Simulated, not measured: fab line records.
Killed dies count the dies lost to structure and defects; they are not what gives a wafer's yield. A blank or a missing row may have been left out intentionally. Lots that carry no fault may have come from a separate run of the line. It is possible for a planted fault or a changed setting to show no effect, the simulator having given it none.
Chamber matching	flow n5 finfet	N5_BEOL_M3_DEP_57 on pecvd-04: 3 sister chambers
The step deposits SiCN from 3MS/NH3, target thk 8 nm, time 14 s. 14 wafers are shown with their chamber, then 7 later ones without.

== WAFERS WITH THEIR CHAMBER ==
wafer	chamber	throttle valve pct (%)	showerhead plenum p Torr (Torr)
L079.1	2	8.7	3.677
L079.3	1	9.7	3.667
L079.4	0	9.6	3.670
L080.3	1	10.1	3.667
L080.4	0	10.0	3.671
L080.5	1	10.2	3.670
L088.1	1	10.0	3.664
L088.3	2	8.5	3.678
L088.5	2	8.6	3.671
L090.1	0	9.8	3.666
L090.2	2	8.5	3.667
L090.6	0	9.9	3.666
L091.2	0	9.7	3.662
L091.3	1	9.9	3.673

SIGNATURES (means of the wafers above)
reading	chamber 0	chamber 1	chamber 2	scatter within a chamber
throttle valve pct	9.800	9.980	8.575	0.158
showerhead plenum p Torr	3.66700	3.66820	3.67325	0.00404
Rule: for a wafer and a chamber, the distance is found by dividing, reading by reading, the gap between the wafer's reading and the chamber's mean by the reading's scatter, squaring, summing and taking the root. The wafer belongs to the nearest chamber; if the next one is less than 2 further off, it can't be placed. The scatter: the root of (the sum of the squares of (reading less its chamber's mean) over the shown wafers, divided by (wafers less chambers)).

== WAFERS WHOSE CHAMBER IS MISSING ==
wafer	throttle valve pct (%)	showerhead plenum p Torr (Torr)
L091.4	8.7	3.667
L093.1	8.3	3.678
L093.5	9.8	3.654
L093.6	9.7	3.671
L096.1	9.9	3.659
L096.3	8.6	3.677
L096.5	9.7	3.658

== WHICH CHAMBER EACH ONE RAN IN ==
wafer	from the rows above	in truth
L091.4	2	2
L093.1	2	2
L093.5	can't be placed: 0 or 1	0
L093.6	can't be placed: 0 or 1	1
L096.1	can't be placed: 0 or 1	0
L096.3	2	2
L096.5	can't be placed: 0 or 1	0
Placed correctly: 3 of 7. These rows do not allow placing 4 (true chamber among the candidates in 4). Number placed wrongly: 0.
